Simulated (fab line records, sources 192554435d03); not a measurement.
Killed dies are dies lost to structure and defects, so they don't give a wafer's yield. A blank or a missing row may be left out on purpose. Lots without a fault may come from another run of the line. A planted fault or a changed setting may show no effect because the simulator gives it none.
A struck lot beside a sound one | flow n5_finfet | 23 steps out of a route of 1938
Sound: wafers L935.4, L935.5, L935.6. Struck: wafers L944.1, L944.5, L944.6. The cause comes at the end.
At each step with rows: each side's tool, then ch and its chambers, then its first start. Under that, the readings that differ: sound wafers | struck wafers | difference of the means | sigmas: that difference in standard deviations of wafers without a fault.
alike: readings whose means differ by less than 2 such deviations, and words and numbers that are the same on both sides. not compared: withheld readings, readings that some wafer has no value for, bounds like >300 that may hide the same value, and numbers for which the record gives no deviation and whose values overlap.
The two part at a step that has a row with sigmas, a row that says differs or no value, or rows on one side only. Numbers that don't overlap but have no deviation are shown without sigmas and don't part them. A reading that every wafer of one side lacks parts them only if that side has two wafers or more.

first, 9 steps without rows for these wafers: N5_GATE_CUT_VAPOR_ETCH_51 (etches HfO2 in BCl3/Cl2); N5_GATE_CUT_STRIP_21 (strips in N2/H2, time 30 s); N5_GATE_CUT_STRIP_29 (strips in post etch residue remover, time 60 s); N5_GATE_CUT_SRD_52 (time 30 s); N5_GATE_CUT_ALD_22 (deposits SiNx, target thk 16 nm, pulse time 1 s, ald cycles 320); N5_GATE_CUT_CMP_23 (polishes, stops on SiO2, t overpolish 23.4 s, target thk 16 nm); N5_GATE_CUT_CMP_43 (polishes SiO2); N5_GATE_CUT_CMP_61 (polishes, stops on SiNx, t overpolish 3 s); N5_MOL_CONTACT_COAG_COAT_103 (time 60 s, resist thk 80 nm).
N5_MOL_CONTACT_COAG_COAT_104: time 60 s, resist thk 12 nm.
  sound on litho_track-01 ch 0, day 5 16:01; struck on litho_track-01 ch 0, day 8 04:52
  reading                                              | sound                | struck               | difference | sigmas
  spin_speed_rpm (rpm)                                 | 1500.9 1499.7 1500.3 | 1242.0 1243.1 1242.1 | -257.9     | -99 or more
  model.SiARC_of_MOL_CONTACT_COAG_COAT_104.thk_nm (nm) | 12 12 12             | 13.2 13 13.2         | +1.1       |
  alike: exhaust_pa, plate_temp_C
then, 9 steps without rows for these wafers: N5_MOL_CONTACT_COAG_COAT_58 (time 60 s, resist thk 10 nm); N5_MOL_CONTACT_COAG_COAT_02 (resist thk 30 nm); N5_MOL_CONTACT_COAG_EBR_04; N5_MOL_CONTACT_COAG_SOFTBAKE_03 (time 60 s); N5_MOL_CONTACT_COAG_EXPOSE_05 (exposes mask CA, defocus 0 nm); N5_MOL_CONTACT_COAG_PEB_06 (peb time 60 s); N5_MOL_CONTACT_COAG_DEVELOP_07 (develop time 30 s); N5_MOL_CONTACT_COAG_DESCUM_13 (chemistry O2, time 7 s); N5_MOL_CONTACT_COAG_ETCH_59 (etches underlayer in N2/H2, target depth 13 nm, time 10.4 s).
N5_MOL_CONTACT_COAG_ETCH_105: etches SiARC in CF4, target depth 15.6 nm, time 26 s.
  sound on rie_diel-03 ch 0,1,3, day 5 16:35; struck on rie_diel-04 ch 0,1,2, day 8 06:11
  reading                                               | sound             | struck            | difference | sigmas
  etch_rf_on_time_s (s)                                 | 25.9 26.1 26.2    | 28.3 28.9 28.5    | +2.5       | +7
  model.etch.depth_nm (nm)                              | 12.02 12.05 12.05 | 13.11 13.09 13.16 | +1.08      |
  model.CAR-EUV_of_MOL_CONTACT_COAG_COAT_02.thk_nm (nm) | 5.4 5.2 5.2       | 4.6 4.8 4.6       | -0.6       |
  alike: drypump_motor_current_A, oes_product_au, rf_vpp_V, showerhead_plenum_p_Torr, throttle_valve_pct
  not compared: rf_hours_counter_h
N5_MOL_CONTACT_COAG_ETCH_106: etches SOC in N2/H2, target depth 80 nm, overetch 16 nm, time 120 s.
  sound on rie_diel-03 ch 0,1,3, day 5 16:37; struck on rie_diel-04 ch 0,1,2, day 8 06:13
  reading                                              | sound       | struck      | difference | sigmas
  model.SiARC_of_MOL_CONTACT_COAG_COAT_104.thk_nm (nm) | 6.4 6.6 6.4 | 7.6 7.6 7.6 | +1.1       |
  alike: drypump_motor_current_A, oes_product_au, rf_vpp_V, showerhead_plenum_p_Torr, throttle_valve_pct
  not compared: rf_hours_counter_h
then, 1 step without rows for these wafers: N5_MOL_CONTACT_COAG_STRIP_107 (strips in N2/H2).
-- the record jumps here: 3 days lie between the struck wafers' starts before and after (it left off in module MOL_CONTACT_COAG and takes up again in module BEOL_M4, whose first step shown is number 1111 of the route) --
N5_BEOL_M4_RC_MEAS_101:
  sound on prober-01 ch 0, day 8 21:28; struck on prober-02 ch 0, day 11 14:02
  reading       | sound          | struck         | difference | sigmas
  DIBL_P (mV/V) | 33.1 36.5 36.6 | 38.8 37.6 39.2 | +3.1       | +2
  alike: DIBL_N, IOFF_N, IOFF_P, ION_N, ION_P, SS_N, SS_P, VT_N, VT_P

WHERE THEY PART
First at N5_MOL_CONTACT_COAG_COAT_104; last, within this record, at N5_BEOL_M4_RC_MEAS_101.

WHY: what the simulator had put in
Process parameter drift: litho_track-01, from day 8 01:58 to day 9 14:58, at N5_MOL_CONTACT_COAG_COAT_104. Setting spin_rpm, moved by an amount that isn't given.
